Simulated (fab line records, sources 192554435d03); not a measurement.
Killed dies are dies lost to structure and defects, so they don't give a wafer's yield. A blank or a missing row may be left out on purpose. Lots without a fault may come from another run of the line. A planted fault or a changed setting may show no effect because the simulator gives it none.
One fault seen from 2 desks | flow n5_finfet | each desk has only its own numbers; what lay behind them comes last

THE TOOL OWNER'S DESK: cvd_co-01
The tool's own readings at N5_BEOL_M9_CVD_78 (deposits Co from CCTBA/H2, target thk 2 nm, time 138.9 s): means of the sampled wafers that have a number, for each lot that ran on this tool. A lot is out of limits, marked OUT, if its mean lies more than 4 standard deviations from the usual mean; the brackets give that distance.
Columns: A = run_length_s at N5_BEOL_M9_CVD_78, usual 161.5 s
lot  | first seen here | A
L964 | day 11 17:35    | 161.6
L970 | day 13 11:04    | 161.5
L972 | day 13 11:41    | 204.2 (+91) OUT
L973 | day 13 17:40    | 204.0 (+90) OUT
L971 | day 14 00:04    | 225.1 (+99 or more) OUT
This desk's finding: out of limits on L971, L972, L973; first on L972, day 13 11:41 (run_length_s at N5_BEOL_M9_CVD_78). In limits: L964, L970.

THE METROLOGY DESK
What the gauges read, lot by lot, whatever tool the lot ran on: means of the sampled wafers that have a number. A lot is out of limits, marked OUT, if its mean lies more than 4 standard deviations from the usual mean; the brackets give that distance.
Columns: A = M9_RS at N5_BEOL_M9_RS_MEAS_57, usual 0.152 ohm/sq
lot  | first seen here | A
L962 | day 11 11:10    | 0.151
L964 | day 11 18:42    | 0.155
L963 | day 12 06:07    | 0.153
L967 | day 12 08:20    | 0.153
L970 | day 13 14:55    | 0.153
L972 | day 13 15:43    | 0.153
L973 | day 13 21:23    | 0.151
L971 | day 14 03:18    | 0.145
L979 | day 16 02:20    | 0.156
L982 | day 17 01:36    | 0.154
L984 | day 17 03:16    | 0.155
This desk's finding: nothing out of limits on any of the 11 lots.

PUT TOGETHER
The tool owner's desk could have raised an alarm at day 13 11:41, on L971, L972, L973.
The metrology desk saw nothing out of limits.
The metrology desk has L971, L972, L973 on record, within its limits.
Of the lots named, all ran N5_BEOL_M9_CVD_78 on cvd_co-01.

WHAT THE SIMULATOR HAD PUT IN
Process parameter drift: cvd_co-01, from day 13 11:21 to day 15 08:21, at N5_BEOL_M9_CVD_78. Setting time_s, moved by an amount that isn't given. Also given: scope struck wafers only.
Lots struck among those shown: L971, L972, L973.
Hours from the fault's start to each desk's first reading out of limits: the tool owner's desk, 0.
